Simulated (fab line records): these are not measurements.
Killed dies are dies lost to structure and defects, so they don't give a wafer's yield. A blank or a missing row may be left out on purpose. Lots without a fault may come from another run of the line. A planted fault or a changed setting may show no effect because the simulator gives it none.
Lot-split experiment    flow n5Finfet    39 wafers read from 7 lots, route of 1938 steps

## ON THE SPLIT
At N5_BEOL_M11_ETCH_41 (etches SiCN in CH3F/O2, target depth 42.6 nm, time 86 s), the setting timeS was moved away from the recipe's 86 s on 12 of the 39 wafers read, by -49.8% to +52.8%. For the rest of the wafers, this setting stayed at what the recipe calls for.

The split's own step is where the reading is taken.

## THE READING
etch.depthNm (the simulator's own value, which no gauge read), in nm, at N5_BEOL_M11_ETCH_41 (etches SiCN in CH3F/O2, target depth 42.6 nm, time 86 s). The file does not state a usual value for it. Across the 27 wafers here that went through the recipe, the average is 32.51 nm and the standard deviation 0.28 nm.

wafer   tool, chamber at the split  timeS as run, s  against the recipe  etch.depthNm, nm  against lot-mates on the recipe
L079.1  rieDiel-01, 0               86               recipe              32.29             -
L079.2  rieDiel-01, 3               86               recipe              32.19             -
L079.3  rieDiel-01, 1               86               recipe              33.07             -
L079.4  rieDiel-01, 2               86               recipe              32.52             -
L079.5  rieDiel-01, 3               86               recipe              32.24             -
L079.6  rieDiel-01, 0               86               recipe              32.5              -
L081.1  rieDiel-04, 0,1             86               recipe              32.61             -
L081.3  rieDiel-04, 0,1             86               recipe              32.61             -
L081.2  rieDiel-04, 3               43.19            -49.8%              16.25             -16.27
L081.4  rieDiel-04, 2               43.19            -49.8%              15.88             -16.64
L081.5  rieDiel-04, 3               86               recipe              32.35             -
L081.6  rieDiel-04, 2               43.19            -49.8%              15.9              -16.62
L083.1  rieDiel-02, 0               86               recipe              31.94             -
L083.4  rieDiel-02, 3               86               recipe              32.38             -
L083.5  rieDiel-02, 2               86               recipe              32.76             -
L086.1  rieDiel-01, 0               86               recipe              32.37             -
L086.2  rieDiel-01, 2               56.65            -34.1%              21.42             -11.39
L086.3  rieDiel-01, 1               86               recipe              33.09             -
L086.4  rieDiel-01, 2               56.65            -34.1%              21.39             -11.42
L086.5  rieDiel-01, 0               56.65            -34.1%              21.23             -11.58
L086.6  rieDiel-01, 1               86               recipe              32.96             -
L090.1  rieDiel-04, 1               86               recipe              32.59             -
L090.2  rieDiel-04, 0               131.4            +52.8%              50.27             +17.85
L090.3  rieDiel-04, 3               86               recipe              32.33             -
L090.4  rieDiel-04, 2               131.4            +52.8%              49.22             +16.80
L090.5  rieDiel-04, 1               131.4            +52.8%              49.55             +17.13
L090.6  rieDiel-04, 2               86               recipe              32.35             -
L095.1  rieDiel-04, 2               86               recipe              32.23             -
L095.2  rieDiel-04, 0               86               recipe              32.53             -
L095.3  rieDiel-04, 1               86               recipe              32.75             -
L095.4  rieDiel-04, 3               86               recipe              32.34             -
L095.5  rieDiel-04, 2               86               recipe              32.07             -
L095.6  rieDiel-04, 1               86               recipe              32.67             -
L096.1  rieDiel-04, 3               122.5            +42.4%              46.26             +13.59
L096.2  rieDiel-04, 2               86               recipe              32.52             -
L096.3  rieDiel-04, 0               122.5            +42.4%              46.74             +14.07
L096.4  rieDiel-04, 1               86               recipe              32.7              -
L096.5  rieDiel-04, 1               122.5            +42.4%              46.93             +14.26
L096.6  rieDiel-04, 0               86               recipe              32.78             -
Rows listing several chambers each stand for several wafers; the file does not say which wafer went through which chamber.

FIT RESULTS
A straight line over all 39 wafers: etch.depthNm changes by +0.329 nm for each +1% of timeS; r = +1.00; the points scatter about the line by 0.3 nm.
The same after taking each lot's own level away (the mean of its wafers on the recipe; 39 wafers): +0.33 nm for each +1%; r = +1.00; scatter 0.27 nm.
On that fit, the largest move of timeS shifts the reading by 17 nm.
The lots' own levels span 32.360 to 32.807 nm, that is 1.6 times the standard deviation above.
So the lot-to-lot level changes the slope little: the two slopes agree.
Check: for one of the wafers moved furthest among these (+52.8%), held out of the fit, the line's prediction against its lot-mates is +17.3 nm. Against them it came out at +17.8 nm.

## OTHER SPLITS APPLIED TO THESE WAFERS
Before the reading, these wafers also passed through other splits. Each is held against what the fit with the lots' levels taken away leaves over:
other split on the same wafers       wafers away from the commonest value  r with etch.depthNm (lot level and that fit taken away)
N5_FIN_SAQP_HM_DEP_72 targetThkA     9                                     -0.21
N5_FIN_SAQP_DEVELOP_15 developTimeS  9                                     -0.06
N5_GATE_CUT_DESCUM_18 timeS          12                                    -0.07
N5_BEOL_M0_SAQP_ILD_DEP_01 timeS     12                                    -0.01
N5_BEOL_M6_ILD_DEP_00 targetThkA     9                                     -0.02

## FILE'S OWN FIT
etch.depthNm changes by +0.33 nm for each +1% of timeS, r = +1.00.
